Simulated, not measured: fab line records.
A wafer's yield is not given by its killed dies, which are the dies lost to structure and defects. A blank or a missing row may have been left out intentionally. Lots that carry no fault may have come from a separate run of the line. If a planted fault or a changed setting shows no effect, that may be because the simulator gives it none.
Chamber matching	flow nand harc	NHARC_A_M0_CMP_23 on cmp-02 has 4 sister chambers
The step polishes, t overpolish 20 s, target thk 113.75 nm. 8 wafers are shown with their chamber, then 9 later ones without.

WAFERS PAIRED WITH THEIR CHAMBERS
wafer	chamber	motor current A (A)	time to endpoint s (s)
L078.4	0	14.5	26
L078.5	0	14.4	28
L078.6	1	10.8	37
L081.2	2	12.9	31
L081.6	3	13.1	34
L083.1	1	11.6	37
L083.2	2	13.1	32
L083.6	3	12.4	28

WAFERS WHOSE CHAMBER IS MISSING
wafer	motor current A (A)	time to endpoint s (s)
L088.2	14.2	25
L088.4	13.7	32
L088.6	11.3	41
L092.1	12.9	40
L092.4	14.8	27
L092.6	12.0	41
L096.2	11.6	38
L096.3	13.5	37
L096.5	12.2	39

THE CHAMBER EACH PASSED THROUGH
wafer	from the rows above	in truth
L088.2	0	0
L088.4	can't be placed: 2 or 3 or 0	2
L088.6	1	1
L092.1	can't be placed: 2 or 3 or 1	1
L092.4	0	0
L092.6	1	1
L096.2	1	1
L096.3	can't be placed: 2 or 3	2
L096.5	can't be placed: 1 or 3 or 2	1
Correct placement for 5 of the 9. From these rows, 4 cannot be placed; in 4 the true chamber is one of the candidates. Placed wrongly: 0.
How it was worked out, from the rows above alone: a wafer's distance from a chamber is the root of the sum, over the readings, of the square of ((its reading less the chamber's mean) divided by the reading's scatter). The wafer belongs to the nearest chamber; if the next one is less than 2 further off, it can't be placed. The mean given for a chamber averages the wafers shown for that chamber. The scatter is the square root of a quotient: the sum, over the shown wafers, of each reading's squared deviation from its chamber's mean, divided by wafers minus chambers.
